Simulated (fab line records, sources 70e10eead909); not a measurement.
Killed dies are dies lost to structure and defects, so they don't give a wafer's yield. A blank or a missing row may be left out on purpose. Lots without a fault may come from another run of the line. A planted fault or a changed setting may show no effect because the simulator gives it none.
Chamber matching | flow nand_harc | NHARC_A_STAIRCASE_CMP_152 on cmp-03: 4 sister chambers
The step polishes. 20 wafers are shown with their chamber, then 10 later ones without.

WAFERS WITH THEIR CHAMBER
wafer  | chamber | motor_current_A (A) | slurry_filter_dp_kPa (kPa)
L078.2 | 3       | 10.7                | 13.50
L078.3 | 1       | 11.1                | 13.61
L078.5 | 3       | 11.2                | 13.69
L079.1 | 0       | 11.0                | 13.48
L079.3 | 3       | 10.9                | 13.59
L079.6 | 0       | 10.9                | 13.33
L081.2 | 0       | 11.4                | 13.57
L081.4 | 3       | 10.8                | 13.52
L081.6 | 3       | 10.8                | 13.59
L082.3 | 1       | 10.4                | 13.36
L082.4 | 3       | 11.2                | 13.76
L082.6 | 1       | 10.4                | 13.62
L087.3 | 2       | 12.6                | 13.67
L087.4 | 0       | 11.0                | 13.59
L087.6 | 2       | 12.5                | 13.45
L091.2 | 3       | 10.9                | 13.38
L091.3 | 0       | 10.7                | 13.56
L091.6 | 2       | 13.1                | 13.46
L093.3 | 1       | 10.0                | 13.51
L093.4 | 3       | 11.0                | 13.61

SIGNATURES (means of the wafers above)
reading              | chamber 0 | chamber 1 | chamber 2 | chamber 3 | scatter within a chamber
motor_current_A      | 11.000    | 10.475    | 12.733    | 10.938    | 0.289
slurry_filter_dp_kPa | 13.5060   | 13.5250   | 13.5267   | 13.5800   | 0.116
Rule: a wafer's distance from a chamber is the root of the sum, over the readings, of the square of ((its reading less the chamber's mean) divided by the reading's scatter). The wafer belongs to the nearest chamber; if the next one is less than 2 further off, it can't be placed. The scatter: the root of (the sum of the squares of (reading less its chamber's mean) over the shown wafers, divided by (wafers less chambers)).

WAFERS WITHOUT THEIR CHAMBER
wafer  | motor_current_A (A) | slurry_filter_dp_kPa (kPa)
L093.6 | 10.7                | 13.76
L092.4 | 10.8                | 13.43
L092.5 | 11.5                | 13.48
L092.6 | 12.4                | 13.48
L094.1 | 11.3                | 13.14
L094.2 | 11.2                | 13.41
L094.4 | 10.7                | 13.26
L097.2 | 10.7                | 13.45
L097.4 | 11.7                | 13.65
L097.5 | 12.7                | 13.47

WHICH CHAMBER EACH WENT THROUGH
wafer  | from the rows above               | in truth
L093.6 | can't be placed: 3 or 1 or 0      | 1
L092.4 | can't be placed: 0 or 3 or 1      | 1
L092.5 | can't be placed: 0 or 3 or 1      | 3
L092.6 | 2                                 | 2
L094.1 | can't be placed: 0 or 3 or 1      | 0
L094.2 | can't be placed: 0 or 3 or 1      | 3
L094.4 | can't be placed: 0 or 1 or 3      | 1
L097.2 | can't be placed: 1 or 0 or 3      | 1
L097.4 | can't be placed: 3 or 0 or 2 or 1 | 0
L097.5 | 2                                 | 2
Placed correctly: 2 of 10. Can't be placed from these rows: 8 (the true chamber is among the candidates in 8). Placed wrongly: 0.
